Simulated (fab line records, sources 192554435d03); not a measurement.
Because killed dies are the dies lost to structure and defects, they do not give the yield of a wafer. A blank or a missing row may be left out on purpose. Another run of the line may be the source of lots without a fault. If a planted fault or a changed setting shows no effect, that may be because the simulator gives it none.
fab line records	flow n5-finfet
record: lots: 11	wafers: 33	last-day: 17
route steps=1938 shown BEOL_M8@1371 PASSIVATION@1936
lots untouched by any fault: they come from a run of this same line in which no faults occurred
start-h: hours from the record's first day to the start of the lot's first wafer shown	wait-h: how many hours have passed since the lot's step before this one	" identical to the entry in the row above	L1.1+2: a row that stands for several wafers	- no value, or no start given	* or withheld: withheld	< > ~ a bound
route shown NAME@n: names a module that has steps shown in the file, with the first one's number in the route	usual: mean/standard deviation of fault-free wafers	same: alike in all rows	chamber/n: place in a boat	sites: the reading at each site	_std_site: how widely they spread, as a standard deviation	_edge_site: the outer-site mean with the inner-site mean subtracted	radius-mm: how far each site lies from the wafer's centre	mask NAME#n: copy n	behind: the last tool/chamber to shape the wafer	hold: the reason the lot was held/the length of the hold in hours/how it ended	device: names the non-switching transistor (n, p or np)	end of line: the tests these same wafers got at the end of their route	step lacking rows: just its recipe	killed: the dies lost at the first sort to structure and to defects; this is not the yield of the wafer	map: shows each die of a wafer: x if killed, . if not, _ if none is there
set.NAME: the run value of the setting; set.NAME@STEP: its run value at that earlier step	model.NAME: the simulator's own value behind a step, which no gauge read
a sample of lots followed through the steps of the route, with each step as a table and each wafer as a row
services: when a tool's chamber went out of use (start-h, in hours from the record's first day, below 0 if earlier), for how many hours, and the reason
== steps ==
step: N5_BEOL_M8_ETCH_66
recipe: chemistry: N2/H2	target: SOC	target-depth-a: 800	overetch-a: 160	mask-material: SiARC	temp-c: 40	time-s: 120	ion-energy-ev: 200	pressure-mtorr: 30	source-w: 840	bias-w: 150	n2-flow-sccm: 200	h2-flow-sccm: 200
usual: drypump-motor-current-A: 5.9/0.41	oes-product-au: 0.61/0.062	rf-vpp-V: 523.7/2.4	showerhead-plenum-p-Torr: 2.54/0.079	throttle-valve-pct: 17.78/0.28
lot.wafer	tool	chamber	start-h	wait-h	drypump-motor-current-A	oes-product-au	rf-hours-counter-h	rf-vpp-V	showerhead-plenum-p-Torr	throttle-valve-pct
L232.1	rie-diel-03	3	202.55	0.0	5.2	0.53	243	526.0	2.62	18.13
L232.4	"	0	"	"	6.1	0.67	38	522.9	2.49	17.57
L232.5	"	0	"	"	6.1	0.67	-	520.9	2.49	17.57
L233.1	rie-diel-03	0	209.11	0.0	6.1	0.68	41	523.4	2.49	17.56
L233.4	"	1	"	"	5.8	0.52	243	522.5	2.50	18.05
L233.6	"	0	"	"	6.1	0.66	-	521.6	2.49	17.58
L244.1	rie-diel-04	2	268.91	0.0	4.9	0.53	234	518.7	2.41	17.63
L244.2	"	1	"	"	5.6	0.71	15	525.7	2.60	17.53
L244.6	"	0	"	"	5.7	0.59	-	519.8	2.44	18.15
L242.1	rie-diel-03	3	269.00	0.0	5.2	0.71	10	526.5	2.61	17.70
L242.5	"	3	"	"	5.2	0.71	-	525.6	2.61	17.69
L242.6	"	0	"	"	6.1	0.65	-	522.4	2.48	17.62
L243.3	rie-diel-01	2	276.02	0.0	6.5	0.56	186	523.7	2.52	18.27
L243.5	"	2	"	"	6.5	0.56	-	524.4	2.52	18.26
L243.6	"	1	"	"	6.0	0.62	-	524.5	2.55	17.93
L245.1	rie-diel-04	0	280.97	0.0	5.7	0.59	131	521.3	2.44	18.16
L245.3	"	1	"	"	5.6	0.70	19	525.6	2.60	17.53
L245.4	"	2	"	"	5.0	0.53	237	518.9	2.41	17.63
L247.2	rie-diel-01	2	306.24	0.0	6.5	0.56	197	522.7	2.52	18.29
L247.4	"	1	"	"	6.0	0.60	130	522.9	2.55	17.96
L247.6	"	1	"	"	6.0	0.60	-	523.3	2.55	17.95
L249.2	rie-diel-04	3	314.15	0.0	6.2	0.56	156	522.0	2.44	17.49
L249.4	"	1	"	"	5.6	0.69	-	525.4	2.59	17.55
L249.6	"	0	"	"	5.7	0.59	-	520.6	2.44	18.19
L252.1	rie-diel-01	2	332.98	0.0	6.4	0.56	206	524.4	2.51	18.29
L252.3	"	1	"	"	6.0	0.60	140	523.7	2.54	17.96
L252.5	"	2	"	"	6.5	0.56	-	521.4	2.51	18.30
L253.2	rie-diel-03	2	343.26	0.0	6.0	0.55	173	525.0	2.53	17.61
L253.3	"	0	"	"	6.1	0.62	90	522.1	2.47	17.66
L253.4	"	1	"	"	5.8	0.70	20	521.2	2.48	17.65
L255.1	rie-diel-01	3	343.41	0.0	6.4	0.66	61	528.1	2.68	17.59
L255.2	"	1	"	"	6.0	0.60	144	523.2	2.54	17.98
L255.4	"	2	"	"	6.5	0.55	210	523.8	2.51	18.30
step: N5_BEOL_M8_STRIP_80
recipe: chemistry: N2/H2	time-s: 10	power-w: 450	temp-c: 40	pressure-mtorr: 20	rf-frequency-hz: 6e+07	bias-power-w: 7	n2-flow-sccm: 200	h2-flow-sccm: 200
usual: drypump-motor-current-A: 5.9/0.41	oes-product-au: 0.79/0.086	rf-vpp-V: 59.1/0.88	showerhead-plenum-p-Torr: 2.53/0.079	throttle-valve-pct: 23.6/0.33
lot.wafer	tool	chamber	start-h	wait-h	drypump-motor-current-A	oes-product-au	rf-hours-counter-h	rf-vpp-V	showerhead-plenum-p-Torr	throttle-valve-pct
L232.1	rie-diel-03	3	-	-	5.2	0.68	243	59.1	2.61	24.0
L232.4	"	0	"	"	6.1	0.89	38	58.3	2.49	23.4
L232.5	"	0	"	"	6.1	0.89	-	58.1	2.49	23.4
L233.1	rie-diel-03	0	-	-	6.1	0.89	41	58.8	2.48	23.4
L233.4	"	1	"	"	5.8	0.68	244	59.5	2.49	23.8
L233.6	"	0	"	"	6.1	0.89	-	58.9	2.48	23.5
L244.1	rie-diel-04	2	-	-	5.0	0.69	234	59.4	2.40	23.4
L244.2	"	1	"	"	5.6	0.95	16	58.1	2.59	23.4
L244.6	"	0	"	"	5.7	0.77	-	58.3	2.44	24.1
L242.1	rie-diel-03	3	-	-	5.2	0.93	11	59.7	2.60	23.6
L242.5	"	3	"	"	5.2	0.93	-	59.1	2.60	23.6
L242.6	"	0	"	"	6.1	0.84	-	59.3	2.47	23.5
L243.3	rie-diel-01	2	-	-	6.4	0.72	186	59.6	2.52	24.1
L243.5	"	2	"	"	6.4	0.72	-	58.1	2.52	24.1
L243.6	"	1	"	"	6.0	0.80	-	59.7	2.55	23.8
L245.1	rie-diel-04	0	-	-	5.7	0.77	131	58.4	2.44	24.1
L245.3	"	1	"	"	5.7	0.93	19	58.9	2.59	23.4
L245.4	"	2	"	"	5.0	0.68	237	58.6	2.40	23.4
L247.2	rie-diel-01	2	-	-	6.4	0.72	197	59.3	2.51	24.1
L247.4	"	1	"	"	5.9	0.79	131	58.9	2.54	23.9
L247.6	"	1	"	"	6.0	0.80	-	58.7	2.54	23.8
L249.2	rie-diel-04	3	-	-	6.2	0.73	156	59.2	2.43	23.1
L249.4	"	1	"	"	5.6	0.91	-	59.3	2.59	23.5
L249.6	"	0	"	"	5.7	0.74	-	60.2	2.43	24.1
L252.1	rie-diel-01	2	-	-	6.4	0.71	206	58.5	2.51	24.1
L252.3	"	1	"	"	6.0	0.79	140	59.5	2.54	23.9
L252.5	"	2	"	"	6.4	0.70	-	59.9	2.51	24.1
L253.2	rie-diel-03	2	-	-	6.0	0.71	173	59.2	2.52	23.2
L253.3	"	0	"	"	6.1	0.82	90	59.4	2.46	23.5
L253.4	"	1	"	"	5.9	0.92	20	59.0	2.48	23.5
L255.1	rie-diel-01	3	-	-	6.4	0.87	61	59.3	2.68	23.4
L255.2	"	1	"	"	6.0	0.78	144	59.2	2.54	23.9
L255.4	"	2	"	"	6.5	0.71	210	59.2	2.51	24.1
step: N5_BEOL_M8_DEGAS_44
recipe: ambient: vacuum	temp-c: 250	time-s: 60
usual: heater-power-w: 341/34
lot.wafer	tool	chamber	start-h	wait-h	heater-power-w
L232.1	pvd-sputter-01	-	204.87	1.7	294
L232.4	"	-	"	"	379
L232.5	"	-	"	"	301
L233.1	pvd-sputter-02	-	210.26	0.6	403
L233.4	"	-	"	"	314
L233.6	"	-	"	"	341
L244.1	pvd-sputter-03	-	269.82	0.3	350
L244.2	"	-	"	"	360
L244.6	"	-	"	"	353
L242.1	pvd-sputter-01	-	270.00	0.4	284
L242.5	"	-	"	"	296
L242.6	"	-	"	"	374
L243.3	pvd-sputter-02	-	277.19	0.3	383
L243.5	"	-	"	"	334
L243.6	"	-	"	"	306
L245.1	pvd-sputter-02	-	282.24	0.5	335
L245.3	"	-	"	"	365
L245.4	"	-	"	"	403
L247.2	pvd-sputter-01	-	308.52	1.6	339
L247.4	"	-	"	"	387
L247.6	"	-	"	"	381
L249.2	pvd-sputter-01	-	315.34	0.5	378
L249.4	"	-	"	"	291
L249.6	"	-	"	"	373
L252.1	pvd-sputter-02	-	334.05	0.5	332
L252.3	"	-	"	"	316
L252.5	"	-	"	"	316
L253.2	pvd-sputter-03	-	344.21	0.3	297
L253.3	"	-	"	"	347
L253.4	"	-	"	"	361
L255.1	pvd-sputter-01	-	344.55	0.4	342
L255.2	"	-	"	"	294
L255.4	"	-	"	"	392
step: N5_BEOL_M8_SPUTTER_48
recipe: material: Cu	target-thk-a: 100	temp-c: -20	bias-v: 60	power-w: 26000	chamber-pressure-pa: 0.13	time-s: 1.667
usual: bias-v: 60.1/0.68	chamber-pressure-pa: 0.13/0.00027	throttle-valve-pct: 29.4/1.2
lot.wafer	tool	chamber	start-h	wait-h	bias-v	chamber-pressure-pa	throttle-valve-pct
L232.1	pvd-sputter-02	-	205.66	0.1	60.1	0.1305	29.6
L232.4	"	-	"	"	59.6	0.12968	30.6
L232.5	"	-	"	"	60.5	0.13061	29.8
L233.1	pvd-sputter-01	-	210.93	0.1	59.2	0.13003	27.2
L233.4	"	-	"	"	60.0	0.12948	28.7
L233.6	"	-	"	"	59.9	0.12975	31.2
L244.1	pvd-sputter-03	-	270.55	0.1	59.3	0.12993	29.8
L244.2	"	-	"	"	60.4	0.13001	29.4
L244.6	"	-	"	"	59.6	0.12996	29.2
L242.1	pvd-sputter-01	-	272.20	1.3	60.2	0.10758	31.9
L242.5	"	-	"	"	59.6	0.10708	33.6
L242.6	"	-	"	"	60.2	0.10716	34.1
L243.3	pvd-sputter-01	-	277.94	0.1	59.7	0.10724	34.2
L243.5	"	-	"	"	59.7	0.10735	29.8
L243.6	"	-	"	"	59.4	0.10711	33.4
L245.1	pvd-sputter-03	-	283.25	0.3	59.9	0.12968	30.1
L245.3	"	-	"	"	61.2	0.13033	29.0
L245.4	"	-	"	"	59.4	0.13027	30.6
L247.2	pvd-sputter-02	-	309.83	0.1	59.9	0.12982	28.0
L247.4	"	-	"	"	58.6	0.12977	30.4
L247.6	"	-	"	"	60.7	0.12994	28.3
L249.2	pvd-sputter-03	-	316.85	0.1	59.0	0.12956	30.0
L249.4	"	-	"	"	60.9	0.13011	29.7
L249.6	"	-	"	"	60.0	0.12989	29.5
L252.1	pvd-sputter-02	-	334.63	0.1	60.7	0.1299	30.3
L252.3	"	-	"	"	60.2	0.1305	29.8
L252.5	"	-	"	"	60.5	0.12976	28.2
L253.2	pvd-sputter-01	-	344.87	0.1	60.0	0.13032	30.5
L253.3	"	-	"	"	61.0	0.13022	26.9
L253.4	"	-	"	"	59.6	0.12988	31.0
L255.1	pvd-sputter-03	-	345.77	0.3	59.4	0.13011	29.2
L255.2	"	-	"	"	60.6	0.13008	30.6
L255.4	"	-	"	"	61.1	0.13018	29.8
step: N5_PASSIVATION_PROBE_49
usual: defect-limited-yield: 91.6/1.4	killed_at_M0_to_M3: 35/10	killed_at_M4_up: 13/5.3	killed-at-contacts: 12/5.9	killed-at-front-end: 36/9.9	killed-at-other: 3.2/3	killed-dies: 99/16	killed-open: 66/12	killed-short: 32/7.7	sort_bin_5_function: 4.9/0.91	sort_bin_6_memory: 3.2/0.65	sort-n-pass: 1081/16	sort-yield-pct: 91.6/1.4
same: gross-dies: 1180	killed-at-back-side: 0	sort_bin_4_leakage[%]: 0	sort_bin_8_speed[%]: 0
lot.wafer	tool	chamber	start-h	wait-h	defect-limited-yield[%]	killed_at_M0_to_M3	killed_at_M4_up	killed-at-contacts	killed-at-front-end	killed-at-other	killed-dies	killed-open	killed-short	sort_bin_5_function[%]	sort_bin_6_memory[%]	sort-n-pass	sort-yield-pct[%]
L232.1	prober-02	-	282.91	0.0	93.6	27	8	12	24	4	75	52	22	3.9	2.1	1105	93.6
L232.4	prober-02	-	283.06	0.2	92.1	38	17	10	23	5	93	68	24	3.7	3.8	1087	92.1
L232.5	prober-02	-	283.11	0.2	89.2	46	16	12	44	9	127	75	51	6.2	4.3	1053	89.2
L233.1	prober-01	-	283.59	0.0	91.4	29	16	17	38	2	102	68	31	5.2	2.8	1078	91.4
L233.4	prober-01	-	283.74	0.2	88.5	50	16	18	52	0	136	89	46	7.8	3.1	1044	88.5
L233.6	prober-01	-	283.84	0.3	88.9	41	18	37	35	0	131	86	42	6.9	4.0	1049	88.9
L244.1	prober-02	-	337.08	0.0	90.7	60	9	14	26	1	110	70	40	5.7	3.3	1070	90.7
L244.2	prober-02	-	337.13	0.1	92.5	26	9	17	30	7	89	58	31	4.4	2.7	1091	92.5
L244.6	prober-02	-	337.33	0.3	92.5	38	14	9	25	2	88	58	29	4.3	2.8	1092	92.5
L242.1	prober-01	-	340.33	0.6	93.4	18	13	9	38	0	78	54	24	3.4	3.0	1102	93.4
L242.5	prober-01	-	340.53	0.8	91.9	26	6	21	41	2	96	64	32	4.7	2.9	1084	91.9
L242.6	prober-01	-	340.58	0.8	91.8	28	13	9	45	2	97	72	25	5.3	2.6	1083	91.8
L243.3	prober-02	-	346.73	0.1	89.1	53	20	5	48	3	129	78	51	5.9	4.5	1051	89.1
L243.5	prober-02	-	346.83	0.2	90.5	40	16	2	52	2	112	68	42	5.5	3.6	1068	90.5
L243.6	prober-02	-	346.88	0.3	90.0	52	17	6	42	1	118	74	41	5.7	4.1	1062	90.0
L245.1	prober-02	-	352.99	0.0	91.7	41	14	15	28	0	98	71	27	5.3	2.8	1082	91.7
L245.3	prober-02	-	353.09	0.1	91.9	26	17	15	32	5	95	64	31	4.5	3.1	1085	91.9
L245.4	prober-02	-	353.14	0.2	91.1	48	17	8	31	1	105	73	32	5.1	3.6	1075	91.1
L247.2	prober-01	-	376.24	0.1	93.4	24	7	13	34	0	78	46	31	4.5	1.9	1102	93.4
L247.4	prober-01	-	376.34	0.2	92.5	24	7	20	35	3	89	58	30	4.7	2.5	1091	92.5
L247.6	prober-01	-	376.44	0.3	94.7	13	7	23	15	4	62	44	17	2.8	2.4	1118	94.7
L249.2	prober-02	-	389.30	0.1	91.5	32	14	8	43	3	100	68	31	4.8	3.4	1080	91.5
L249.4	prober-02	-	389.40	0.2	91.6	47	16	6	29	1	99	66	33	4.7	3.3	1081	91.6
L249.6	prober-02	-	389.50	0.3	92.3	47	10	6	27	1	91	53	38	4.8	2.5	1089	92.3
L252.1	prober-01	-	391.02	0.0	91.8	40	14	20	20	3	97	63	32	5.8	2.0	1083	91.8
L252.3	prober-01	-	391.12	0.1	91.3	38	19	16	28	2	103	73	28	5.4	3.1	1077	91.3
L252.5	prober-01	-	391.22	0.2	90.2	46	20	14	33	3	116	88	26	5.7	3.8	1064	90.2
L253.2	prober-01	-	404.82	0.5	90.6	35	10	9	53	4	111	71	40	5.6	3.6	1069	90.6
L253.3	prober-01	-	404.87	0.6	92.9	35	4	6	31	8	84	60	24	4.7	2.3	1096	92.9
L253.4	prober-01	-	404.92	0.6	91.5	47	7	7	33	6	100	66	34	4.8	3.5	1080	91.5
L255.1	prober-01	-	409.57	0.2	90.8	43	16	3	44	3	109	78	28	4.9	4.0	1071	90.8
L255.2	prober-01	-	409.62	0.2	91.0	18	12	14	62	0	106	76	30	5.7	3.1	1074	91.0
L255.4	prober-01	-	409.72	0.3	94.4	16	9	7	34	0	66	44	21	3.5	1.9	1114	94.4
killed by level:class
L232.1 MOL_CONTACT_COAG:geometric-particle:open=11 BEOL_M0_SAQP:geometric-particle:short=8 BEOL_M2:geometric-particle:open=6 FIN_SAQP:geometric-particle:short=5 STI_FIN_REVEAL:geometric-particle:open=5 BEOL_M0_SAQP:geometric-particle:open=5 BEOL_M3:geometric-particle:open=4 FIN_SAQP:geometric-particle:open=3
L232.4 BEOL_M1:geometric-particle:open=12 BEOL_M2:geometric-particle:open=11 FIN_SAQP:geometric-particle:short=8 STI_FIN_REVEAL:geometric-particle:open=8 MOL_CONTACT_COAG:geometric-particle:open=8 BEOL_M3:geometric-particle:open=6 BEOL_M1:geometric-particle:short=4 BEOL_M4:geometric-particle:open=4
L232.5 FIN_SAQP:geometric-particle:short=17 BEOL_M2:geometric-particle:open=11 MOL_CONTACT_COAG:geometric-particle:open=9 BEOL_M0_SAQP:geometric-particle:short=8 BEOL_M1:geometric-particle:open=8 FIN_SAQP:geometric-particle:open=7 BEOL_M0_SAQP:geometric-particle:open=6 STI_FIN_REVEAL:geometric-particle:open=5
L233.1 MOL_CONTACT_COAG:geometric-particle:open=15 FIN_SAQP:geometric-particle:open=12 BEOL_M4:geometric-particle:open=10 BEOL_M0_SAQP:geometric-particle:short=9 BEOL_M0_SAQP:geometric-particle:open=8 STI_FIN_REVEAL:geometric-particle:open=6 BEOL_M1:geometric-particle:open=4 STARTING-WAFER:geometric-particle:short=4
L233.4 FIN_SAQP:geometric-particle:open=16 FIN_SAQP:geometric-particle:short=14 MOL_CONTACT_COAG:geometric-particle:open=14 BEOL_M0_SAQP:geometric-particle:short=12 BEOL_M1:geometric-particle:open=10 BEOL_M4:geometric-particle:open=9 STI_FIN_REVEAL:geometric-particle:open=8 BEOL_M0_SAQP:geometric-particle:open=8
L233.6 MOL_CONTACT_COAG:geometric-particle:open=30 BEOL_M0_SAQP:geometric-particle:short=13 FIN_SAQP:geometric-particle:open=9 BEOL_M1:geometric-particle:open=8 BEOL_M0_SAQP:geometric-particle:open=8 BEOL_M4:geometric-particle:open=7 MOL_CONTACT_COAG:geometric-particle:short=7 BEOL_M3:geometric-particle:open=7
L244.1 BEOL_M1:geometric-particle:open=11 MOL_CONTACT_COAG:geometric-particle:open=11 BEOL_M0_SAQP:geometric-particle:open=11 BEOL_M3:geometric-particle:open=10 BEOL_M0_SAQP:geometric-particle:short=8 BEOL_M2:geometric-particle:open=8 FIN_SAQP:geometric-particle:open=7 FIN_SAQP:geometric-particle:short=7
L244.2 MOL_CONTACT_COAG:geometric-particle:open=14 BEOL_M0_SAQP:geometric-particle:open=10 FIN_SAQP:geometric-particle:open=7 FIN_SAQP:geometric-particle:short=7 BEOL_M0_SAQP:geometric-particle:short=5 BEOL_M2:geometric-particle:open=5 ILD0:geometric-particle:short=4 BEOL_M4:geometric-particle:open=4
L244.6 BEOL_M0_SAQP:geometric-particle:short=14 BEOL_M0_SAQP:geometric-particle:open=11 DUMMY_GATE:geometric-particle:open=9 MOL_CONTACT_COAG:geometric-particle:open=9 BEOL_M2:geometric-particle:open=8 BEOL_M5:geometric-particle:open=5 FIN_SAQP:geometric-particle:short=4 STI_FIN_REVEAL:geometric-particle:open=4
L242.1 MOL_CONTACT_COAG:geometric-particle:open=9 FIN_SAQP:geometric-particle:open=7 STI_FIN_REVEAL:geometric-particle:open=7 FIN_SAQP:geometric-particle:short=5 BEOL_M0_SAQP:geometric-particle:open=5 BEOL_M0_SAQP:geometric-particle:short=5 BEOL_M4:geometric-particle:open=5 GATE_CUT:geometric-particle:open=4
L242.5 MOL_CONTACT_COAG:geometric-particle:open=17 STI_FIN_REVEAL:geometric-particle:open=11 FIN_SAQP:geometric-particle:open=8 FIN_SAQP:geometric-particle:short=7 BEOL_M0_SAQP:geometric-particle:short=7 BEOL_M0_SAQP:geometric-particle:open=5 MOL_CONTACT_COAG:geometric-particle:short=4 BEOL_M4:geometric-particle:open=4
L242.6 STI_FIN_REVEAL:geometric-particle:open=11 FIN_SAQP:geometric-particle:open=10 FIN_SAQP:geometric-particle:short=8 BEOL_M1:geometric-particle:open=7 MOL_CONTACT_COAG:geometric-particle:open=6 BEOL_M0_SAQP:geometric-particle:open=5 BEOL_M2:geometric-particle:open=5 BEOL_M0_SAQP:geometric-particle:short=4
L243.3 BEOL_M0_SAQP:geometric-particle:short=17 BEOL_M0_SAQP:geometric-particle:open=11 STI_FIN_REVEAL:geometric-particle:open=10 BEOL_M4:geometric-particle:open=9 GATE_CUT:geometric-particle:open=8 BEOL_M0:geometric-particle:open=8 BEOL_M1:geometric-particle:open=6 FIN_SAQP:geometric-particle:short=5
L243.5 STI_FIN_REVEAL:geometric-particle:open=16 FIN_SAQP:geometric-particle:open=14 FIN_SAQP:geometric-particle:short=10 BEOL_M4:geometric-particle:short=9 BEOL_M0_SAQP:geometric-particle:short=8 BEOL_M1:geometric-particle:open=8 BEOL_M0_SAQP:geometric-particle:open=7 BEOL_M3:geometric-particle:open=7
L243.6 BEOL_M0_SAQP:geometric-particle:open=13 BEOL_M3:geometric-particle:open=10 BEOL_M0_SAQP:geometric-particle:short=10 DUMMY_GATE:geometric-particle:open=8 STI_FIN_REVEAL:geometric-particle:open=7 BEOL_M4:geometric-particle:open=6 FIN_SAQP:geometric-particle:short=4 FIN_SAQP:geometric-particle:open=4
L245.1 BEOL_M2:geometric-particle:open=12 MOL_CONTACT_COAG:geometric-particle:open=11 BEOL_M0_SAQP:geometric-particle:open=9 BEOL_M3:geometric-particle:open=8 FIN_SAQP:geometric-particle:open=5 GATE_CUT:geometric-particle:short=4 MOL_CONTACT_COAG:geometric-particle:short=4 BEOL_M4:geometric-particle:open=4
L245.3 BEOL_M3:geometric-particle:open=13 MOL_CONTACT_COAG:geometric-particle:open=11 FIN_SAQP:geometric-particle:open=10 FIN_SAQP:geometric-particle:short=6 BEOL_M4:geometric-particle:open=6 GATE_CUT:geometric-particle:open=4 MOL_CONTACT_COAG:geometric-particle:short=4 BEOL_M4:geometric-particle:short=4
L245.4 BEOL_M3:geometric-particle:open=16 BEOL_M4:geometric-particle:open=10 BEOL_M0_SAQP:geometric-particle:open=8 DUMMY_GATE:geometric-particle:open=7 BEOL_M2:geometric-particle:open=7 FIN_SAQP:geometric-particle:open=6 GATE_CUT:geometric-particle:short=5 BEOL_M1:geometric-particle:open=4
L247.2 BEOL_M2:geometric-particle:open=11 GATE_CUT:geometric-particle:short=9 MOL_CONTACT_COAG:geometric-particle:open=9 BEOL_M1:geometric-particle:open=6 MOL_CONTACT_COAG:geometric-particle:short=4 STARTING-WAFER:geometric-particle:open=4 BEOL_M5:geometric-particle:short=3 FIN_SAQP:geometric-particle:short=2
L247.4 MOL_CONTACT_COAG:geometric-particle:open=12 STI_FIN_REVEAL:geometric-particle:open=9 MOL_CONTACT_COAG:geometric-particle:short=8 BEOL_M2:geometric-particle:open=8 BEOL_M1:geometric-particle:open=5 BEOL_M4:geometric-particle:open=5 DUMMY_GATE:geometric-particle:open=4 FIN_SAQP:geometric-particle:open=3
L247.6 MOL_CONTACT_COAG:geometric-particle:open=20 BEOL_M2:geometric-particle:open=7 MOL_CONTACT_COAG:geometric-particle:short=3 STARTING-WAFER:geometric-particle:open=3 STARTING-WAFER:geometric-particle:short=3 ILD0:geometric-particle:open=2 BEOL_M1:geometric-particle:open=2 BEOL_M1:geometric-particle:short=2
L249.2 STI_FIN_REVEAL:geometric-particle:open=13 MOL_CONTACT_COAG:geometric-particle:open=7 BEOL_M0_SAQP:geometric-particle:short=7 FIN_SAQP:geometric-particle:short=6 FIN_SAQP:geometric-particle:open=6 GATE_CUT:geometric-particle:open=6 BEOL_M0_SAQP:geometric-particle:open=6 BEOL_M1:geometric-particle:open=6
L249.4 BEOL_M0_SAQP:geometric-particle:open=15 BEOL_M1:geometric-particle:open=10 FIN_SAQP:geometric-particle:short=8 BEOL_M0_SAQP:geometric-particle:short=8 BEOL_M3:geometric-particle:open=7 STI_FIN_REVEAL:geometric-particle:open=4 MOL_CONTACT_COAG:geometric-particle:open=4 STARTING-WAFER:geometric-particle:short=4
L249.6 BEOL_M0_SAQP:geometric-particle:short=12 FIN_SAQP:geometric-particle:short=8 STI_FIN_REVEAL:geometric-particle:open=8 BEOL_M0_SAQP:geometric-particle:open=8 BEOL_M2:geometric-particle:open=8 BEOL_M1:geometric-particle:open=6 BEOL_M0:geometric-particle:open=4 MOL_CONTACT_COAG:geometric-particle:short=3
L252.1 MOL_CONTACT_COAG:geometric-particle:open=16 BEOL_M1:geometric-particle:open=10 BEOL_M0_SAQP:geometric-particle:short=9 BEOL_M3:geometric-particle:open=6 BEOL_M4:geometric-particle:open=6 FIN_SAQP:geometric-particle:short=4 MOL_CONTACT_COAG:geometric-particle:short=4 BEOL_M0_SAQP:geometric-particle:open=4
L252.3 MOL_CONTACT_COAG:geometric-particle:open=16 BEOL_M1:geometric-particle:open=10 BEOL_M2:geometric-particle:open=9 BEOL_M4:geometric-particle:open=8 BEOL_M1:geometric-particle:short=6 BEOL_M0_SAQP:geometric-particle:open=6 BEOL_M4:geometric-particle:short=5 FIN_SAQP:geometric-particle:open=4
L252.5 BEOL_M0_SAQP:geometric-particle:open=11 DUMMY_GATE:geometric-particle:open=10 BEOL_M4:geometric-particle:open=10 BEOL_M1:geometric-particle:open=9 BEOL_M2:geometric-particle:open=9 MOL_CONTACT_COAG:geometric-particle:open=8 MOL_CONTACT_COAG:geometric-particle:short=6 STI_FIN_REVEAL:geometric-particle:open=5
L253.2 FIN_SAQP:geometric-particle:open=13 FIN_SAQP:geometric-particle:short=10 STI_FIN_REVEAL:geometric-particle:open=9 BEOL_M0_SAQP:geometric-particle:short=9 MOL_CONTACT_COAG:geometric-particle:open=7 BEOL_M1:geometric-particle:open=7 BEOL_M3:geometric-particle:open=6 DUMMY_GATE:geometric-particle:open=4
L253.3 BEOL_M2:geometric-particle:open=11 FIN_SAQP:geometric-particle:open=9 BEOL_M0_SAQP:geometric-particle:short=6 DUMMY_GATE:geometric-particle:open=5 GATE_CUT:geometric-particle:short=5 MOL_CONTACT_COAG:geometric-particle:open=5 BEOL_M3:geometric-particle:open=5 PAD_METAL:geometric-particle:open=5
L253.4 BEOL_M2:geometric-particle:open=13 BEOL_M0_SAQP:geometric-particle:open=10 BEOL_M0_SAQP:geometric-particle:short=10 DUMMY_GATE:geometric-particle:open=7 BEOL_M1:geometric-particle:open=7 MOL_CONTACT_COAG:geometric-particle:open=6 FIN_SAQP:geometric-particle:open=4 GATE_CUT:geometric-particle:short=4
L255.1 BEOL_M0_SAQP:geometric-particle:open=19 FIN_SAQP:geometric-particle:short=10 STI_FIN_REVEAL:geometric-particle:open=10 FIN_SAQP:geometric-particle:open=9 BEOL_M0_SAQP:geometric-particle:short=9 BEOL_M2:geometric-particle:open=6 DUMMY_GATE:geometric-particle:open=5 BEOL_M1:geometric-particle:open=4
L255.2 STI_FIN_REVEAL:geometric-particle:open=20 FIN_SAQP:geometric-particle:open=13 MOL_CONTACT_COAG:geometric-particle:open=9 GATE_CUT:geometric-particle:short=7 BEOL_M0_SAQP:geometric-particle:open=7 GATE_CUT:geometric-particle:open=6 BEOL_M0_SAQP:geometric-particle:short=6 MOL_CONTACT_COAG:geometric-particle:short=5
L255.4 STI_FIN_REVEAL:geometric-particle:open=11 FIN_SAQP:geometric-particle:short=7 MOL_CONTACT_COAG:geometric-particle:open=6 BEOL_M0_SAQP:geometric-particle:short=5 BEOL_M0_SAQP:geometric-particle:open=4 FIN_SAQP:geometric-particle:open=3 DUMMY_GATE:geometric-particle:open=3 BEOL_M5:geometric-particle:open=3
== services ==
tool	chamber	start-h	hours	kind
rie-diel-01	3	179.40	9.7	repair
rie-diel-01	3	189.25	4.4	repair
rie-diel-04	1	204.31	-	clean
rie-diel-04	1	204.31	-	consumable-replace:focus-ring
rie-diel-04	1	204.31	27.6	scheduled-down
rie-diel-04	1	204.31	27.6	vent-cycle
rie-diel-01	3	218.62	7.3	repair
rie-diel-03	3	224.41	-	clean
rie-diel-03	3	224.41	-	consumable-replace:focus-ring
rie-diel-03	3	224.41	16.6	scheduled-down
rie-diel-03	3	224.41	16.6	vent-cycle
rie-diel-03	1	241.05	-	clean
rie-diel-03	1	241.05	-	consumable-replace:focus-ring
rie-diel-03	1	241.05	19.3	scheduled-down
rie-diel-03	1	241.05	19.3	vent-cycle
rie-diel-04	0	264.37	1.6	repair
rie-diel-01	0	279.48	7.2	repair
rie-diel-03	-	290.80	2.8	pm
rie-diel-04	1	291.19	8.4	repair
pvd-sputter-02	-	306.31	3.3	repair
rie-diel-04	2	312.12	-	clean
rie-diel-04	2	312.12	-	consumable-replace:esc
rie-diel-04	2	312.12	-	consumable-replace:focus-ring
rie-diel-01	0	329.19	6.6	repair
== key ==
first-sign: step: N5_BEOL_M8_SPUTTER_48	reading: chamber-pressure-pa	direction: down	sigmas: 84	usual: 0.13	struck: 0.10725
effect: step: N5_BEOL_M8_SPUTTER_48	reading: throttle-valve-pct	direction: up	sigmas: 2.9	usual: *	struck: *
met-at N5_BEOL_M8_SPUTTER_48
struck-lots L242,L243
not-acting-at N5_BEOL_M8_ETCH_66,N5_BEOL_M8_STRIP_80,N5_BEOL_M8_DEGAS_44
onset-between 210.93 272.20
fault: kind: process-parameter-drift	tool: pvd-sputter-01	chamber: -	onset-h: 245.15	steps: N5_BEOL_M8_SPUTTER_48	channel: chamber-pressure-pa	offset: -0.022671	shape: step	end-h: 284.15	acts-in: these-recipes-only	stated: 0.13
